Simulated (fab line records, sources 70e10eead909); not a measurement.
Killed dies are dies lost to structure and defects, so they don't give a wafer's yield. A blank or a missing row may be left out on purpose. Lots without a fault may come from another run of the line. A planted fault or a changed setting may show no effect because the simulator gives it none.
Chamber matching | flow nand_harc | NHARC_P_CONTACT_ALD_22 on ald_metal-01: 4 sister chambers
The step deposits TiN, target thk 3 nm, pulse time 1 s, ald cycles 150. 8 wafers are shown with their chamber, then 11 later ones without.

WAFERS WITH THEIR CHAMBER
wafer  | chamber | heater_power_w (W) | precursor_pulse_height_rel
L086.1 | 3       | 1355               | 1.013
L086.4 | 2       | 1054               | 0.952
L086.5 | 0       | 960                | 0.993
L086.6 | 3       | 1368               | 0.970
L090.2 | 1       | 841                | 0.989
L090.5 | 1       | 860                | 0.952
L090.6 | 2       | 1047               | 0.984
L092.2 | 0       | 984                | 1.000

WAFERS WITHOUT THEIR CHAMBER
wafer  | heater_power_w (W) | precursor_pulse_height_rel
L092.3 | 1341               | 1.013
L092.6 | 945                | 0.988
L094.3 | 954                | 0.992
L094.4 | 1339               | 1.008
L094.5 | 962                | 0.973
L096.1 | 851                | 0.989
L096.2 | 993                | 1.032
L096.4 | 1060               | 0.980
L096.3 | 1384               | 0.979
L096.5 | 1072               | 0.983
L096.6 | 1352               | 1.006

WHICH CHAMBER EACH WENT THROUGH
wafer  | from the rows above | in truth
L092.3 | 3                   | 3
L092.6 | 0                   | 0
L094.3 | 0                   | 0
L094.4 | 3                   | 3
L094.5 | 0                   | 0
L096.1 | 1                   | 1
L096.2 | 0                   | 0
L096.4 | 2                   | 2
L096.3 | 3                   | 3
L096.5 | 2                   | 2
L096.6 | 3                   | 3
Placed correctly: 11 of 11. Can't be placed from these rows: 0. Placed wrongly: 0.
How it was worked out, from the rows above alone: a wafer's distance from a chamber is the root of the sum, over the readings, of the square of ((its reading less the chamber's mean) divided by the reading's scatter). The wafer belongs to the nearest chamber; if the next one is less than 2 further off, it can't be placed. A chamber's mean is the mean of its shown wafers. The scatter: the root of (the sum of the squares of (reading less its chamber's mean) over the shown wafers, divided by (wafers less chambers)).
